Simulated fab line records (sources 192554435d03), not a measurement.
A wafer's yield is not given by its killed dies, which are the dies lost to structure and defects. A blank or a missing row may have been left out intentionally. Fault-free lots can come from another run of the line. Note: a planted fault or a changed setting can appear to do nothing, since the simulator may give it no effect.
Chamber matching + flow n5_finfet + N5_BEOL_M11_ETCH_62 on rie_diel-03: 3 sister chambers
The step etches SOC in N2/H2, target depth 110 nm, overetch 22 nm, time 165 s. 14 wafers are shown with their chamber, then 6 later ones without.

WAFERS WITH THEIR CHAMBER
| wafer  | chamber | drypump_motor_current_A (A) | throttle_valve_pct (%) | oes_product_au (a.u.) |
|--------|---------|-----------------------------|------------------------|-----------------------|
| L074.1 | 3       | 6.4                         | 17.62                  | 0.73                  |
| L074.3 | 2       | 5.2                         | 18.08                  | 0.61                  |
| L074.6 | 2       | 5.2                         | 18.08                  | 0.60                  |
| L081.2 | 2       | 5.2                         | 18.09                  | 0.60                  |
| L081.3 | 3       | 6.4                         | 17.63                  | 0.73                  |
| L081.6 | 2       | 5.2                         | 18.10                  | 0.60                  |
| L080.3 | 2       | 5.2                         | 18.09                  | 0.60                  |
| L080.4 | 3       | 6.4                         | 17.64                  | 0.72                  |
| L080.5 | 0       | 6.5                         | 17.44                  | 0.79                  |
| L083.2 | 2       | 5.2                         | 18.12                  | 0.60                  |
| L083.3 | 0       | 6.5                         | 17.43                  | 0.79                  |
| L083.5 | 0       | 6.5                         | 17.44                  | 0.78                  |
| L084.2 | 0       | 6.6                         | 17.46                  | 0.77                  |
| L084.3 | 2       | 5.2                         | 18.12                  | 0.59                  |

SIGNATURES (averages over the wafers above)
| reading                 | chamber 0 | chamber 2 | chamber 3 | scatter within a chamber |
|-------------------------|-----------|-----------|-----------|--------------------------|
| drypump_motor_current_A | 6.525     | 5.200     | 6.400     | 0.0261                   |
| throttle_valve_pct      | 17.4425   | 18.0971   | 17.6300   | 0.0148                   |
| oes_product_au          | 0.7825    | 0.6000    | 0.7267    | 0.00702                  |
Rule: a wafer's distance from a chamber is the root of the sum, over the readings, of the square of ((its reading less the chamber's mean) divided by the reading's scatter). If the next closest chamber is less than 2 further off than the closest, the wafer can't be placed; otherwise it belongs to the closest. The scatter: the root of (the sum of the squares of (reading less its chamber's mean) over the shown wafers, divided by (wafers less chambers)).

WAFERS WITHOUT THEIR CHAMBER
| wafer  | drypump_motor_current_A (A) | throttle_valve_pct (%) | oes_product_au (a.u.) |
|--------|-----------------------------|------------------------|-----------------------|
| L084.5 | 6.6                         | 17.45                  | 0.76                  |
| L089.1 | 5.2                         | 18.14                  | 0.59                  |
| L089.3 | 6.4                         | 17.65                  | 0.70                  |
| L089.5 | 6.4                         | 17.68                  | 0.71                  |
| L093.2 | 6.4                         | 17.67                  | 0.71                  |
| L093.4 | 5.2                         | 18.14                  | 0.59                  |

EACH ONE'S CHAMBER
| wafer  | from the rows above | in truth |
|--------|---------------------|----------|
| L084.5 | 0                   | 0        |
| L089.1 | 2                   | 2        |
| L089.3 | 3                   | 3        |
| L089.5 | 3                   | 3        |
| L093.2 | 3                   | 3        |
| L093.4 | 2                   | 2        |
Correctly placed: 6 of 6. Can't be placed from these rows: 0. Wrongly placed: 0.
